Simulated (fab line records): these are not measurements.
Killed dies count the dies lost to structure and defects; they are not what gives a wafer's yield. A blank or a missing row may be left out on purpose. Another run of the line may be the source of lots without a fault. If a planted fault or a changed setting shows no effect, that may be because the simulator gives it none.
Which tool did it? / flow nand-harc / 24 lots with 72 wafers sampled at 6 steps, on a route of 1302 steps

## WHAT THE GAUGES SHOWED, per wafer
NHARC_P_BONDPAD_OVL_MEAS_38. Usual: overlay-x-nm -1 nm, standard deviation 6.4; overlay-y-nm 1 nm, standard deviation 4.8.
lot=L074; measured=day 6 12:26; on=overlay-01; overlay-x-nm (nm)=7 7 7; overlay-y-nm (nm)=6 6 6; flag=
lot=L075; measured=day 7 00:07; on=overlay-01; overlay-x-nm (nm)=3 3 3; overlay-y-nm (nm)=-1 -1 -1; flag=
lot=L076; measured=day 7 13:09; on=overlay-01; overlay-x-nm (nm)=-1 -1 -2; overlay-y-nm (nm)=1 1 1; flag=
lot=L078; measured=day 8 02:47; on=overlay-02; overlay-x-nm (nm)=-4 -5 -4; overlay-y-nm (nm)=2 2 1; flag=
lot=L077; measured=day 8 03:41; on=overlay-01; overlay-x-nm (nm)=-7 -7 -7; overlay-y-nm (nm)=1 2 2; flag=
lot=L079; measured=day 8 18:24; on=overlay-02; overlay-x-nm (nm)=-2 -2 -2; overlay-y-nm (nm)=0 0 -1; flag=
lot=L080; measured=day 8 23:20; on=overlay-01; overlay-x-nm (nm)=-9 -10 -9; overlay-y-nm (nm)=10 10 10; flag=
lot=L081; measured=day 9 09:15; on=overlay-02; overlay-x-nm (nm)=-7 -7 -7; overlay-y-nm (nm)=7 6 6; flag=
lot=L083; measured=day 10 00:58; on=overlay-01; overlay-x-nm (nm)=-10 -10 -11; overlay-y-nm (nm)=-4 -4 -4; flag=
lot=L082; measured=day 10 02:09; on=overlay-01; overlay-x-nm (nm)=1 1 1; overlay-y-nm (nm)=9 9 9; flag=
lot=L084; measured=day 10 12:51; on=overlay-02; overlay-x-nm (nm)=-17 -17 -17; overlay-y-nm (nm)=0 0 0; flag=
lot=L085; measured=day 11 01:23; on=overlay-01; overlay-x-nm (nm)=5 5 5; overlay-y-nm (nm)=0 0 0; flag=
lot=L086; measured=day 11 14:43; on=overlay-01; overlay-x-nm (nm)=4 4 4; overlay-y-nm (nm)=-2 -2 -3; flag=
lot=L088; measured=day 12 17:02; on=overlay-02; overlay-x-nm (nm)=1 1 1; overlay-y-nm (nm)=1 0 0; flag=
lot=L087; measured=day 12 17:37; on=overlay-01; overlay-x-nm (nm)=2 2 2; overlay-y-nm (nm)=2 2 2; flag=
lot=L089; measured=day 12 18:19; on=overlay-02; overlay-x-nm (nm)=-3 -3 -2; overlay-y-nm (nm)=2 3 3; flag=
lot=L090; measured=day 13 09:10; on=overlay-02; overlay-x-nm (nm)=7 7 7; overlay-y-nm (nm)=-2 -2 -2; flag=
lot=L091; measured=day 13 17:47; on=overlay-02; overlay-x-nm (nm)=-1 -2 -1; overlay-y-nm (nm)=6 6 6; flag=
lot=L092; measured=day 14 02:37; on=overlay-02; overlay-x-nm (nm)=9 9 9; overlay-y-nm (nm)=-5 -4 -5; flag=
lot=L093; measured=day 14 12:21; on=overlay-01; overlay-x-nm (nm)=-6 -6 -6; overlay-y-nm (nm)=4 3 3; flag=
lot=L094; measured=day 14 19:48; on=overlay-01; overlay-x-nm (nm)=-5 -6 -5; overlay-y-nm (nm)=7 7 7; flag=
lot=L095; measured=day 15 07:09; on=overlay-02; overlay-x-nm (nm)=0 0 1; overlay-y-nm (nm)=-8 -9 -8; flag=
lot=L096; measured=day 15 14:31; on=overlay-02; overlay-x-nm (nm)=10 10 10; overlay-y-nm (nm)=-4 -3 -4; flag=
lot=L097; measured=day 16 04:28; on=overlay-02; overlay-x-nm (nm)=-5 -6 -6; overlay-y-nm (nm)=-8 -8 -8; flag=

NHARC_A_START_INSPECT_01. Usual: raw-defect-count at 3.5, with a standard deviation of 1.8.
lot=L074; measured=day 6 15:39; on=defect-inspect-02; raw-defect-count=3 2 4; flag=
lot=L075; measured=day 7 03:16; on=defect-inspect-02; raw-defect-count=5 6 3; flag=
lot=L076; measured=day 7 16:19; on=defect-inspect-02; raw-defect-count=9 5 2; flag=
lot=L078; measured=day 8 05:57; on=defect-inspect-01; raw-defect-count=3 3 5; flag=
lot=L077; measured=day 8 06:49; on=defect-inspect-01; raw-defect-count=3 4 0; flag=
lot=L079; measured=day 8 21:32; on=defect-inspect-02; raw-defect-count=4 4 7; flag=
lot=L080; measured=day 9 02:46; on=defect-inspect-02; raw-defect-count=2 5 4; flag=
lot=L081; measured=day 9 12:26; on=defect-inspect-02; raw-defect-count=4 3 9; flag=
lot=L083; measured=day 10 04:07; on=defect-inspect-01; raw-defect-count=1 2 3; flag=
lot=L082; measured=day 10 05:20; on=defect-inspect-01; raw-defect-count=2 6 0; flag=
lot=L084; measured=day 10 16:01; on=defect-inspect-01; raw-defect-count=3 4 2; flag=
lot=L085; measured=day 11 04:31; on=defect-inspect-01; raw-defect-count=3 2 4; flag=
lot=L086; measured=day 11 17:53; on=defect-inspect-02; raw-defect-count=5 3 1; flag=
lot=L088; measured=day 12 20:11; on=defect-inspect-02; raw-defect-count=4 4 1; flag=
lot=L087; measured=day 12 20:47; on=defect-inspect-01; raw-defect-count=1 2 2; flag=
lot=L089; measured=day 12 21:28; on=defect-inspect-02; raw-defect-count=0 4 2; flag=
lot=L090; measured=day 13 12:20; on=defect-inspect-02; raw-defect-count=3 3 3; flag=
lot=L091; measured=day 13 20:59; on=defect-inspect-01; raw-defect-count=2 3 4; flag=
lot=L092; measured=day 14 05:45; on=defect-inspect-02; raw-defect-count=5 3 5; flag=
lot=L093; measured=day 14 15:31; on=defect-inspect-02; raw-defect-count=3 6 2; flag=
lot=L094; measured=day 14 22:58; on=defect-inspect-02; raw-defect-count=5 6 4; flag=
lot=L095; measured=day 15 10:17; on=defect-inspect-02; raw-defect-count=5 2 3; flag=
lot=L096; measured=day 15 17:39; on=defect-inspect-01; raw-defect-count=8 3 7; flag=
lot=L097; measured=day 16 07:38; on=defect-inspect-01; raw-defect-count=3 3 5; flag=

## WHAT TOOL EACH LOT RAN ON (gives the tool, then ch and the chambers of the sampled wafers, and finally the start)
lot=L074; NHARC_P_M1_ETCH_28=rie-diel-08 ch 1,2,3, day 6 10:58 or earlier; NHARC_P_M2_DEP_33=pecvd-02 ch 0,1, day 6 10:58; NHARC_P_BONDPAD_CMP_32=cmp-04 ch 0,2, day 6 11:40; NHARC_P_BONDPAD_PRE_CLEAN_26=pvd-sputter-03, day 6 15:39 or earlier
lot=L075; NHARC_P_M1_ETCH_28=rie-diel-08 ch 0,1,3, day 6 22:35 or earlier; NHARC_P_M2_DEP_33=pecvd-03 ch 0,1,2, day 6 22:35; NHARC_P_BONDPAD_CMP_32=cmp-03 ch 1,2, day 6 23:20; NHARC_P_BONDPAD_PRE_CLEAN_26=pvd-sputter-01, day 7 03:16 or earlier
lot=L076; NHARC_P_M1_ETCH_28=rie-diel-11 ch 2,3, day 7 11:31 or earlier; NHARC_P_M2_DEP_33=pecvd-03 ch 1,2, day 7 11:31; NHARC_P_BONDPAD_CMP_32=cmp-03 ch 2,3, day 7 12:14; NHARC_P_BONDPAD_PRE_CLEAN_26=pvd-sputter-03, day 7 16:19 or earlier
lot=L078; NHARC_P_M1_ETCH_28=rie-diel-08 ch 1,2,3, day 8 01:06 or earlier; NHARC_P_M2_DEP_33=pecvd-01 ch 0,2, day 8 01:06; NHARC_P_BONDPAD_CMP_32=cmp-04 ch 1,2, day 8 01:53; NHARC_P_BONDPAD_PRE_CLEAN_26=pvd-sputter-02, day 8 05:57 or earlier
lot=L077; NHARC_P_M1_ETCH_28=rie-diel-11 ch 0,2,3, day 8 01:57 or earlier; NHARC_P_M2_DEP_33=pecvd-02 ch 1,2, day 8 01:57; NHARC_P_BONDPAD_CMP_32=cmp-04 ch 0,1,2, day 8 02:47; NHARC_P_BONDPAD_PRE_CLEAN_26=pvd-sputter-01, day 8 06:49 or earlier
lot=L079; NHARC_P_M1_ETCH_28=rie-diel-08 ch 1,2,3, day 8 16:48 or earlier; NHARC_P_M2_DEP_33=pecvd-02 ch 0,2, day 8 16:48; NHARC_P_BONDPAD_CMP_32=cmp-03 ch 0,1,2, day 8 17:37; NHARC_P_BONDPAD_PRE_CLEAN_26=pvd-sputter-03, day 8 21:32 or earlier
lot=L080; NHARC_P_M1_ETCH_28=rie-diel-01 ch 0,1,2, day 8 21:32 or earlier; NHARC_P_M2_DEP_33=pecvd-02 ch 0,1,2, day 8 21:32; NHARC_P_BONDPAD_CMP_32=cmp-03 ch 0,1,2, day 8 22:31; NHARC_P_BONDPAD_PRE_CLEAN_26=pvd-sputter-02, day 9 02:46 or earlier
lot=L081; NHARC_P_M1_ETCH_28=rie-diel-11 ch 0,3, day 9 07:34 or earlier; NHARC_P_M2_DEP_33=pecvd-01 ch 0,2, day 9 07:34; NHARC_P_BONDPAD_CMP_32=cmp-02 ch 1,3, day 9 08:20; NHARC_P_BONDPAD_PRE_CLEAN_26=pvd-sputter-01, day 9 12:26 or earlier
lot=L083; NHARC_P_M1_ETCH_28=rie-diel-11 ch 1,2,3, day 9 23:21 or earlier; NHARC_P_M2_DEP_33=pecvd-01 ch 0,1,2, day 9 23:21; NHARC_P_BONDPAD_CMP_32=cmp-04 ch 0,2, day 10 00:05; NHARC_P_BONDPAD_PRE_CLEAN_26=pvd-sputter-02, day 10 04:07 or earlier
lot=L082; NHARC_P_M1_ETCH_28=rie-diel-11 ch 1,3, day 10 00:34 or earlier; NHARC_P_M2_DEP_33=pecvd-02 ch 1,2, day 10 00:34; NHARC_P_BONDPAD_CMP_32=cmp-03 ch 0,2,3, day 10 01:22; NHARC_P_BONDPAD_PRE_CLEAN_26=pvd-sputter-03, day 10 05:20 or earlier
lot=L084; NHARC_P_M1_ETCH_28=rie-diel-08 ch 1,2,3, day 10 11:07 or earlier; NHARC_P_M2_DEP_33=pecvd-01 ch 0,1, day 10 11:07; NHARC_P_BONDPAD_CMP_32=cmp-04 ch 0,2,3, day 10 11:56; NHARC_P_BONDPAD_PRE_CLEAN_26=pvd-sputter-02, day 10 16:01 or earlier
lot=L085; NHARC_P_M1_ETCH_28=rie-diel-08 ch 0,1,2, day 10 23:47 or earlier; NHARC_P_M2_DEP_33=pecvd-01 ch 1,2, day 10 23:47; NHARC_P_BONDPAD_CMP_32=cmp-03 ch 0,1,2, day 11 00:37; NHARC_P_BONDPAD_PRE_CLEAN_26=pvd-sputter-01, day 11 04:31 or earlier
lot=L086; NHARC_P_M1_ETCH_28=rie-diel-01 ch 0,1,2, day 11 13:07 or earlier; NHARC_P_M2_DEP_33=pecvd-02 ch 1,2, day 11 13:07; NHARC_P_BONDPAD_CMP_32=cmp-02 ch 0,1,2, day 11 13:56; NHARC_P_BONDPAD_PRE_CLEAN_26=pvd-sputter-01, day 11 17:53 or earlier
lot=L088; NHARC_P_M1_ETCH_28=rie-diel-01 ch 1,2, day 12 15:17 or earlier; NHARC_P_M2_DEP_33=pecvd-01 ch 1,2, day 12 15:17; NHARC_P_BONDPAD_CMP_32=cmp-03 ch 0,1,2, day 12 16:10; NHARC_P_BONDPAD_PRE_CLEAN_26=pvd-sputter-03, day 12 20:11 or earlier
lot=L087; NHARC_P_M1_ETCH_28=rie-diel-01 ch 0,1,2, day 12 15:56 or earlier; NHARC_P_M2_DEP_33=pecvd-01 ch 0,1,2, day 12 15:56; NHARC_P_BONDPAD_CMP_32=cmp-02 ch 0,2,3, day 12 16:43; NHARC_P_BONDPAD_PRE_CLEAN_26=pvd-sputter-03, day 12 20:47 or earlier
lot=L089; NHARC_P_M1_ETCH_28=rie-diel-01 ch 0,2,3, day 12 16:38 or earlier; NHARC_P_M2_DEP_33=pecvd-01 ch 0,1,2, day 12 16:38; NHARC_P_BONDPAD_CMP_32=cmp-03 ch 2,3, day 12 17:25; NHARC_P_BONDPAD_PRE_CLEAN_26=pvd-sputter-01, day 12 21:28 or earlier
lot=L090; NHARC_P_M1_ETCH_28=rie-diel-01 ch 0,1,3, day 13 07:35 or earlier; NHARC_P_M2_DEP_33=pecvd-02 ch 1,2, day 13 07:35; NHARC_P_BONDPAD_CMP_32=cmp-03 ch 2,3, day 13 08:24; NHARC_P_BONDPAD_PRE_CLEAN_26=pvd-sputter-03, day 13 12:20 or earlier
lot=L091; NHARC_P_M1_ETCH_28=rie-diel-01 ch 0,1,3, day 13 16:11 or earlier; NHARC_P_M2_DEP_33=pecvd-01 ch 0,1, day 13 16:11; NHARC_P_BONDPAD_CMP_32=cmp-03 ch 0,1, day 13 17:00; NHARC_P_BONDPAD_PRE_CLEAN_26=pvd-sputter-03, day 13 20:59 or earlier
lot=L092; NHARC_P_M1_ETCH_28=rie-diel-11 ch 0,1,2, day 14 00:49 or earlier; NHARC_P_M2_DEP_33=pecvd-02 ch 0,1,2, day 14 00:49; NHARC_P_BONDPAD_CMP_32=cmp-02 ch 0,1,2, day 14 01:43; NHARC_P_BONDPAD_PRE_CLEAN_26=pvd-sputter-03, day 14 05:45 or earlier
lot=L093; NHARC_P_M1_ETCH_28=rie-diel-08 ch 1,2, day 14 10:50 or earlier; NHARC_P_M2_DEP_33=pecvd-02 ch 0,1,2, day 14 10:50; NHARC_P_BONDPAD_CMP_32=cmp-03 ch 1,3, day 14 11:37; NHARC_P_BONDPAD_PRE_CLEAN_26=pvd-sputter-02, day 14 15:31 or earlier
lot=L094; NHARC_P_M1_ETCH_28=rie-diel-08 ch 2,3, day 14 18:10 or earlier; NHARC_P_M2_DEP_33=pecvd-01 ch 0,1,2, day 14 18:10; NHARC_P_BONDPAD_CMP_32=cmp-03 ch 0,2,3, day 14 18:56; NHARC_P_BONDPAD_PRE_CLEAN_26=pvd-sputter-02, day 14 22:58 or earlier
lot=L095; NHARC_P_M1_ETCH_28=rie-diel-11 ch 1,2,3, day 15 05:36 or earlier; NHARC_P_M2_DEP_33=pecvd-02 ch 0,1, day 15 05:36; NHARC_P_BONDPAD_CMP_32=cmp-03 ch 0,2, day 15 06:24; NHARC_P_BONDPAD_PRE_CLEAN_26=pvd-sputter-01, day 15 10:17 or earlier
lot=L096; NHARC_P_M1_ETCH_28=rie-diel-08 ch 0,2,3, day 15 12:52 or earlier; NHARC_P_M2_DEP_33=pecvd-02 ch 0,2, day 15 12:52; NHARC_P_BONDPAD_CMP_32=cmp-04 ch 0,1,3, day 15 13:39; NHARC_P_BONDPAD_PRE_CLEAN_26=pvd-sputter-02, day 15 17:39 or earlier
lot=L097; NHARC_P_M1_ETCH_28=rie-diel-01 ch 0,1, day 16 02:49 or earlier; NHARC_P_M2_DEP_33=pecvd-02 ch 0,1,2, day 16 02:49; NHARC_P_BONDPAD_CMP_32=cmp-02 ch 1,3, day 16 03:35; NHARC_P_BONDPAD_PRE_CLEAN_26=pvd-sputter-02, day 16 07:38 or earlier
- NHARC_P_M1_ETCH_28: etches the open film in CF4/N2, target depth 30 nm, time 72.99 s.
- NHARC_P_M2_DEP_33: deposits SiCN, target thk 30 nm.
- NHARC_P_BONDPAD_CMP_32: polishes SiCN, target thk 200 nm.
- NHARC_P_BONDPAD_PRE_CLEAN_26: time 30 s.

## WHAT THE TOOLS THEMSELVES READ (means of the sampled wafers that have a number; where no wafer has one, the mark that the record gives instead)
NHARC_P_M1_ETCH_28. Usual: drypump-motor-current-A 5.7 A, standard deviation 0.61; mfc-ar-sccm 150.0 sccm, standard deviation 0.43; oes-product-au 1.000 a.u., standard deviation 0.0074; rf-vpp-V 313.2 V, standard deviation 2.2; showerhead-plenum-p-Torr 2.56 Torr, standard deviation 0.12; throttle-valve-pct 19.794 %, standard deviation 0.0096.
lot=L074; tool=rie-diel-08; drypump-motor-current-A (A)=5.6; mfc-ar-sccm (sccm)=150.4; oes-product-au (a.u.)=0.985; rf-vpp-V (V)=312.9; showerhead-plenum-p-Torr (Torr)=2.59; throttle-valve-pct (%)=19.787; flag=
lot=L075; tool=rie-diel-08; drypump-motor-current-A (A)=5.6; mfc-ar-sccm (sccm)=150.2; oes-product-au (a.u.)=0.995; rf-vpp-V (V)=314.1; showerhead-plenum-p-Torr (Torr)=2.63; throttle-valve-pct (%)=19.789; flag=
lot=L076; tool=rie-diel-11; drypump-motor-current-A (A)=5.1; mfc-ar-sccm (sccm)=150.1; oes-product-au (a.u.)=0.998; rf-vpp-V (V)=312.2; showerhead-plenum-p-Torr (Torr)=2.50; throttle-valve-pct (%)=19.798; flag=
lot=L078; tool=rie-diel-08; drypump-motor-current-A (A)=5.6; mfc-ar-sccm (sccm)=149.5; oes-product-au (a.u.)=1.000; rf-vpp-V (V)=313.6; showerhead-plenum-p-Torr (Torr)=2.59; throttle-valve-pct (%)=19.795; flag=
lot=L077; tool=rie-diel-11; drypump-motor-current-A (A)=5.3; mfc-ar-sccm (sccm)=150.0; oes-product-au (a.u.)=0.999; rf-vpp-V (V)=313.3; showerhead-plenum-p-Torr (Torr)=2.56; throttle-valve-pct (%)=19.807; flag=
lot=L079; tool=rie-diel-08; drypump-motor-current-A (A)=5.6; mfc-ar-sccm (sccm)=150.2; oes-product-au (a.u.)=1.000; rf-vpp-V (V)=314.0; showerhead-plenum-p-Torr (Torr)=2.59; throttle-valve-pct (%)=19.792; flag=
lot=L080; tool=rie-diel-01; drypump-motor-current-A (A)=5.8; mfc-ar-sccm (sccm)=150.1; oes-product-au (a.u.)=1.005; rf-vpp-V (V)=312.9; showerhead-plenum-p-Torr (Torr)=2.55; throttle-valve-pct (%)=19.791; flag=
lot=L081; tool=rie-diel-11; drypump-motor-current-A (A)=5.6; mfc-ar-sccm (sccm)=150.1; oes-product-au (a.u.)=1.006; rf-vpp-V (V)=313.2; showerhead-plenum-p-Torr (Torr)=2.60; throttle-valve-pct (%)=19.796; flag=
lot=L083; tool=rie-diel-11; drypump-motor-current-A (A)=5.6; mfc-ar-sccm (sccm)=149.5; oes-product-au (a.u.)=0.995; rf-vpp-V (V)=313.2; showerhead-plenum-p-Torr (Torr)=2.52; throttle-valve-pct (%)=19.792; flag=
lot=L082; tool=rie-diel-11; drypump-motor-current-A (A)=6.2; mfc-ar-sccm (sccm)=149.7; oes-product-au (a.u.)=0.996; rf-vpp-V (V)=313.0; showerhead-plenum-p-Torr (Torr)=2.51; throttle-valve-pct (%)=19.794; flag=
lot=L084; tool=rie-diel-08; drypump-motor-current-A (A)=5.6; mfc-ar-sccm (sccm)=150.0; oes-product-au (a.u.)=1.002; rf-vpp-V (V)=313.5; showerhead-plenum-p-Torr (Torr)=2.58; throttle-valve-pct (%)=19.792; flag=
lot=L085; tool=rie-diel-08; drypump-motor-current-A (A)=5.9; mfc-ar-sccm (sccm)=150.1; oes-product-au (a.u.)=0.995; rf-vpp-V (V)=314.9; showerhead-plenum-p-Torr (Torr)=2.63; throttle-valve-pct (%)=19.788; flag=
lot=L086; tool=rie-diel-01; drypump-motor-current-A (A)=5.8; mfc-ar-sccm (sccm)=150.3; oes-product-au (a.u.)=1.004; rf-vpp-V (V)=312.7; showerhead-plenum-p-Torr (Torr)=2.55; throttle-valve-pct (%)=19.799; flag=
lot=L088; tool=rie-diel-01; drypump-motor-current-A (A)=6.3; mfc-ar-sccm (sccm)=150.0; oes-product-au (a.u.)=1.000; rf-vpp-V (V)=315.4; showerhead-plenum-p-Torr (Torr)=2.65; throttle-valve-pct (%)=19.792; flag=
lot=L087; tool=rie-diel-01; drypump-motor-current-A (A)=5.8; mfc-ar-sccm (sccm)=150.0; oes-product-au (a.u.)=0.997; rf-vpp-V (V)=312.8; showerhead-plenum-p-Torr (Torr)=2.54; throttle-valve-pct (%)=19.796; flag=
lot=L089; tool=rie-diel-01; drypump-motor-current-A (A)=5.8; mfc-ar-sccm (sccm)=150.0; oes-product-au (a.u.)=0.997; rf-vpp-V (V)=311.9; showerhead-plenum-p-Torr (Torr)=2.45; throttle-valve-pct (%)=19.794; flag=
lot=L090; tool=rie-diel-01; drypump-motor-current-A (A)=5.7; mfc-ar-sccm (sccm)=149.8; oes-product-au (a.u.)=1.009; rf-vpp-V (V)=312.6; showerhead-plenum-p-Torr (Torr)=2.55; throttle-valve-pct (%)=19.795; flag=
lot=L091; tool=rie-diel-01; drypump-motor-current-A (A)=5.7; mfc-ar-sccm (sccm)=149.6; oes-product-au (a.u.)=0.994; rf-vpp-V (V)=312.3; showerhead-plenum-p-Torr (Torr)=2.55; throttle-valve-pct (%)=19.796; flag=
lot=L092; tool=rie-diel-11; drypump-motor-current-A (A)=5.9; mfc-ar-sccm (sccm)=150.2; oes-product-au (a.u.)=1.001; rf-vpp-V (V)=313.6; showerhead-plenum-p-Torr (Torr)=2.58; throttle-valve-pct (%)=19.792; flag=
lot=L093; tool=rie-diel-08; drypump-motor-current-A (A)=6.0; mfc-ar-sccm (sccm)=150.0; oes-product-au (a.u.)=1.010; rf-vpp-V (V)=314.0; showerhead-plenum-p-Torr (Torr)=2.59; throttle-valve-pct (%)=19.792; flag=
lot=L094; tool=rie-diel-08; drypump-motor-current-A (A)=5.1; mfc-ar-sccm (sccm)=149.7; oes-product-au (a.u.)=1.003; rf-vpp-V (V)=312.1; showerhead-plenum-p-Torr (Torr)=2.47; throttle-valve-pct (%)=19.795; flag=
lot=L095; tool=rie-diel-11; drypump-motor-current-A (A)=5.6; mfc-ar-sccm (sccm)=150.1; oes-product-au (a.u.)=1.004; rf-vpp-V (V)=312.1; showerhead-plenum-p-Torr (Torr)=2.52; throttle-valve-pct (%)=19.791; flag=
lot=L096; tool=rie-diel-08; drypump-motor-current-A (A)=5.4; mfc-ar-sccm (sccm)=149.5; oes-product-au (a.u.)=0.999; rf-vpp-V (V)=311.9; showerhead-plenum-p-Torr (Torr)=2.52; throttle-valve-pct (%)=19.791; flag=
lot=L097; tool=rie-diel-01; drypump-motor-current-A (A)=5.8; mfc-ar-sccm (sccm)=149.7; oes-product-au (a.u.)=1.002; rf-vpp-V (V)=313.6; showerhead-plenum-p-Torr (Torr)=2.64; throttle-valve-pct (%)=19.792; flag=

NHARC_P_M2_DEP_33. Usual: chamber-pressure-Torr 3.000 Torr, standard deviation 0.0076; heater-power-outer-w 365 W, standard deviation 66; heater-power-w 615 W, standard deviation 97.
lot=L074; tool=pecvd-02; chamber-pressure-Torr (Torr)=3.006; heater-power-outer-w (W)=293; heater-power-w (W)=492; flag=
lot=L075; tool=pecvd-03; chamber-pressure-Torr (Torr)=2.996; heater-power-outer-w (W)=280; heater-power-w (W)=488; flag=
lot=L076; tool=pecvd-03; chamber-pressure-Torr (Torr)=2.995; heater-power-outer-w (W)=267; heater-power-w (W)=475; flag=
lot=L078; tool=pecvd-01; chamber-pressure-Torr (Torr)=3.005; heater-power-outer-w (W)=398; heater-power-w (W)=683; flag=
lot=L077; tool=pecvd-02; chamber-pressure-Torr (Torr)=2.998; heater-power-outer-w (W)=374; heater-power-w (W)=600; flag=
lot=L079; tool=pecvd-02; chamber-pressure-Torr (Torr)=2.999; heater-power-outer-w (W)=357; heater-power-w (W)=594; flag=
lot=L080; tool=pecvd-02; chamber-pressure-Torr (Torr)=2.997; heater-power-outer-w (W)=360; heater-power-w (W)=591; flag=
lot=L081; tool=pecvd-01; chamber-pressure-Torr (Torr)=2.992; heater-power-outer-w (W)=397; heater-power-w (W)=684; flag=
lot=L083; tool=pecvd-01; chamber-pressure-Torr (Torr)=2.995; heater-power-outer-w (W)=446; heater-power-w (W)=739; flag=
lot=L082; tool=pecvd-02; chamber-pressure-Torr (Torr)=3.008; heater-power-outer-w (W)=331; heater-power-w (W)=540; flag=
lot=L084; tool=pecvd-01; chamber-pressure-Torr (Torr)=3.003; heater-power-outer-w (W)=347; heater-power-w (W)=631; flag=
lot=L085; tool=pecvd-01; chamber-pressure-Torr (Torr)=2.998; heater-power-outer-w (W)=408; heater-power-w (W)=711; flag=
lot=L086; tool=pecvd-02; chamber-pressure-Torr (Torr)=2.998; heater-power-outer-w (W)=355; heater-power-w (W)=578; flag=
lot=L088; tool=pecvd-01; chamber-pressure-Torr (Torr)=2.998; heater-power-outer-w (W)=379; heater-power-w (W)=662; flag=
lot=L087; tool=pecvd-01; chamber-pressure-Torr (Torr)=3.004; heater-power-outer-w (W)=416; heater-power-w (W)=715; flag=
lot=L089; tool=pecvd-01; chamber-pressure-Torr (Torr)=3.003; heater-power-outer-w (W)=427; heater-power-w (W)=706; flag=
lot=L090; tool=pecvd-02; chamber-pressure-Torr (Torr)=3.002; heater-power-outer-w (W)=365; heater-power-w (W)=585; flag=
lot=L091; tool=pecvd-01; chamber-pressure-Torr (Torr)=2.994; heater-power-outer-w (W)=351; heater-power-w (W)=634; flag=
lot=L092; tool=pecvd-02; chamber-pressure-Torr (Torr)=2.997; heater-power-outer-w (W)=343; heater-power-w (W)=567; flag=
lot=L093; tool=pecvd-02; chamber-pressure-Torr (Torr)=3.002; heater-power-outer-w (W)=337; heater-power-w (W)=558; flag=
lot=L094; tool=pecvd-01; chamber-pressure-Torr (Torr)=2.999; heater-power-outer-w (W)=422; heater-power-w (W)=703; flag=
lot=L095; tool=pecvd-02; chamber-pressure-Torr (Torr)=3.000; heater-power-outer-w (W)=290; heater-power-w (W)=488; flag=
lot=L096; tool=pecvd-02; chamber-pressure-Torr (Torr)=3.005; heater-power-outer-w (W)=349; heater-power-w (W)=588; flag=
lot=L097; tool=pecvd-02; chamber-pressure-Torr (Torr)=2.997; heater-power-outer-w (W)=337; heater-power-w (W)=550; flag=

NHARC_P_BONDPAD_CMP_32. Usual: motor-current-A 11.8 A, standard deviation 1.1; slurry-flow-ml-min 150.0, standard deviation 0.47.
lot=L074; tool=cmp-04; motor-current-A (A)=12.6; slurry-flow-ml-min=149.5; flag=
lot=L075; tool=cmp-03; motor-current-A (A)=12.0; slurry-flow-ml-min=150.6; flag=
lot=L076; tool=cmp-03; motor-current-A (A)=12.3; slurry-flow-ml-min=150.2; flag=
lot=L078; tool=cmp-04; motor-current-A (A)=11.9; slurry-flow-ml-min=149.8; flag=
lot=L077; tool=cmp-04; motor-current-A (A)=11.2; slurry-flow-ml-min=149.8; flag=
lot=L079; tool=cmp-03; motor-current-A (A)=11.5; slurry-flow-ml-min=149.7; flag=
lot=L080; tool=cmp-03; motor-current-A (A)=11.6; slurry-flow-ml-min=149.4; flag=
lot=L081; tool=cmp-02; motor-current-A (A)=9.9; slurry-flow-ml-min=150.0; flag=
lot=L083; tool=cmp-04; motor-current-A (A)=11.5; slurry-flow-ml-min=150.0; flag=
lot=L082; tool=cmp-03; motor-current-A (A)=12.0; slurry-flow-ml-min=149.9; flag=
lot=L084; tool=cmp-04; motor-current-A (A)=11.5; slurry-flow-ml-min=149.9; flag=
lot=L085; tool=cmp-03; motor-current-A (A)=11.6; slurry-flow-ml-min=150.4; flag=
lot=L086; tool=cmp-02; motor-current-A (A)=12.1; slurry-flow-ml-min=150.3; flag=
lot=L088; tool=cmp-03; motor-current-A (A)=11.9; slurry-flow-ml-min=149.9; flag=
lot=L087; tool=cmp-02; motor-current-A (A)=12.2; slurry-flow-ml-min=149.9; flag=
lot=L089; tool=cmp-03; motor-current-A (A)=12.4; slurry-flow-ml-min=149.8; flag=
lot=L090; tool=cmp-03; motor-current-A (A)=12.2; slurry-flow-ml-min=150.2; flag=
lot=L091; tool=cmp-03; motor-current-A (A)=12.0; slurry-flow-ml-min=149.5; flag=
lot=L092; tool=cmp-02; motor-current-A (A)=12.4; slurry-flow-ml-min=149.8; flag=
lot=L093; tool=cmp-03; motor-current-A (A)=12.2; slurry-flow-ml-min=150.2; flag=
lot=L094; tool=cmp-03; motor-current-A (A)=11.9; slurry-flow-ml-min=149.7; flag=
lot=L095; tool=cmp-03; motor-current-A (A)=11.7; slurry-flow-ml-min=149.7; flag=
lot=L096; tool=cmp-04; motor-current-A (A)=10.2; slurry-flow-ml-min=150.6; flag=
lot=L097; tool=cmp-02; motor-current-A (A)=10.0; slurry-flow-ml-min=150.1; flag=

NHARC_P_BONDPAD_PRE_CLEAN_26. Usual: heater-power-w at 388 W, with a standard deviation of 43.
lot=L074; tool=pvd-sputter-03; heater-power-w (W)=409; flag=
lot=L075; tool=pvd-sputter-01; heater-power-w (W)=404; flag=
lot=L076; tool=pvd-sputter-03; heater-power-w (W)=359; flag=
lot=L078; tool=pvd-sputter-02; heater-power-w (W)=361; flag=
lot=L077; tool=pvd-sputter-01; heater-power-w (W)=406; flag=
lot=L079; tool=pvd-sputter-03; heater-power-w (W)=377; flag=
lot=L080; tool=pvd-sputter-02; heater-power-w (W)=395; flag=
lot=L081; tool=pvd-sputter-01; heater-power-w (W)=381; flag=
lot=L083; tool=pvd-sputter-02; heater-power-w (W)=354; flag=
lot=L082; tool=pvd-sputter-03; heater-power-w (W)=380; flag=
lot=L084; tool=pvd-sputter-02; heater-power-w (W)=341; flag=
lot=L085; tool=pvd-sputter-01; heater-power-w (W)=418; flag=
lot=L086; tool=pvd-sputter-01; heater-power-w (W)=417; flag=
lot=L088; tool=pvd-sputter-03; heater-power-w (W)=357; flag=
lot=L087; tool=pvd-sputter-03; heater-power-w (W)=394; flag=
lot=L089; tool=pvd-sputter-01; heater-power-w (W)=383; flag=
lot=L090; tool=pvd-sputter-03; heater-power-w (W)=365; flag=
lot=L091; tool=pvd-sputter-03; heater-power-w (W)=362; flag=
lot=L092; tool=pvd-sputter-03; heater-power-w (W)=390; flag=
lot=L093; tool=pvd-sputter-02; heater-power-w (W)=378; flag=
lot=L094; tool=pvd-sputter-02; heater-power-w (W)=408; flag=
lot=L095; tool=pvd-sputter-01; heater-power-w (W)=423; flag=
lot=L096; tool=pvd-sputter-02; heater-power-w (W)=381; flag=
lot=L097; tool=pvd-sputter-02; heater-power-w (W)=377; flag=

## THE ANSWER, worked out from the rows above alone
Rule: a lot is off if the mean of its wafers that have a number lies more than 3 standard deviations from the usual mean. Also off: a lot with no number at a reading for which 4 or more lots have one. The other lots that the step has rows for count as sound. Order of review: gauges by route order, followed by the tools' own readings, for which a lot's mean as printed above is used. The first step at which some lot is off is used, and at that step the reading that is off furthest; a lot without a number counts as furthest.
Nothing can be told from this: no lot is off at any reading shown.

## WHAT HAD BEEN PUT IN BY THE SIMULATOR
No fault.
